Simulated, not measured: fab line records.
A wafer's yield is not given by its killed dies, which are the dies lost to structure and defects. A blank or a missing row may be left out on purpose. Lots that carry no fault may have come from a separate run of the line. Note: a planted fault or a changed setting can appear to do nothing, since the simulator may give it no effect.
Matching of chambers | flow n5-finfet | 3 sister chambers for N5_BEOL_M2_DEP_57 on pecvd-02
The step deposits SiCN from 3MS/NH3, target thk 8 nm, time 14 s. 6 wafers are shown with their chamber, then 12 later ones without.

== WAFERS WITH THEIR CHAMBER ==
wafer  | chamber | throttle-valve-pct (%) | showerhead-plenum-p-Torr (Torr)
L085.1 | 1       | 9.5                    | 3.662
L085.4 | 2       | 8.6                    | 3.679
L085.5 | 0       | 10.3                   | 3.676
L089.1 | 0       | 10.1                   | 3.678
L089.2 | 2       | 8.5                    | 3.660
L089.4 | 1       | 9.4                    | 3.673

== WAFERS WITH NO CHAMBER GIVEN ==
wafer  | throttle-valve-pct (%) | showerhead-plenum-p-Torr (Torr)
L088.1 | 8.7                    | 3.678
L088.4 | 10.2                   | 3.673
L088.6 | 8.5                    | 3.669
L092.3 | 9.3                    | 3.666
L092.5 | 9.1                    | 3.669
L092.6 | 10.1                   | 3.678
L095.2 | 9.4                    | 3.656
L095.4 | 8.8                    | 3.666
L095.6 | 10.2                   | 3.674
L097.2 | 9.5                    | 3.658
L097.3 | 10.2                   | 3.675
L097.5 | 10.5                   | 3.671

== WHICH CHAMBER EACH ONE RAN IN ==
wafer  | from the rows above     | in truth
L088.1 | 2                       | 2
L088.4 | 0                       | 0
L088.6 | 2                       | 2
L092.3 | 1                       | 1
L092.5 | can't be placed: 1 or 2 | 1
L092.6 | 0                       | 0
L095.2 | 1                       | 1
L095.4 | 2                       | 2
L095.6 | 0                       | 0
L097.2 | 1                       | 1
L097.3 | 0                       | 0
L097.5 | 0                       | 0
Correct placement for 11 of the 12. Cannot be placed on the basis of these rows: 1; the candidates contain the true chamber in 1. Wrongly placed: 0.
How it was worked out, from the rows above alone: a wafer's distance from a chamber is the root of the sum, over the readings, of the square of ((its reading less the chamber's mean) divided by the reading's scatter). The wafer belongs to the nearest chamber; if the next one is less than 2 further off, it can't be placed. For every chamber, the mean is computed from those of its wafers that are shown. The scatter: the root of (the sum of the squares of (reading less its chamber's mean) over the shown wafers, divided by (wafers less chambers)).
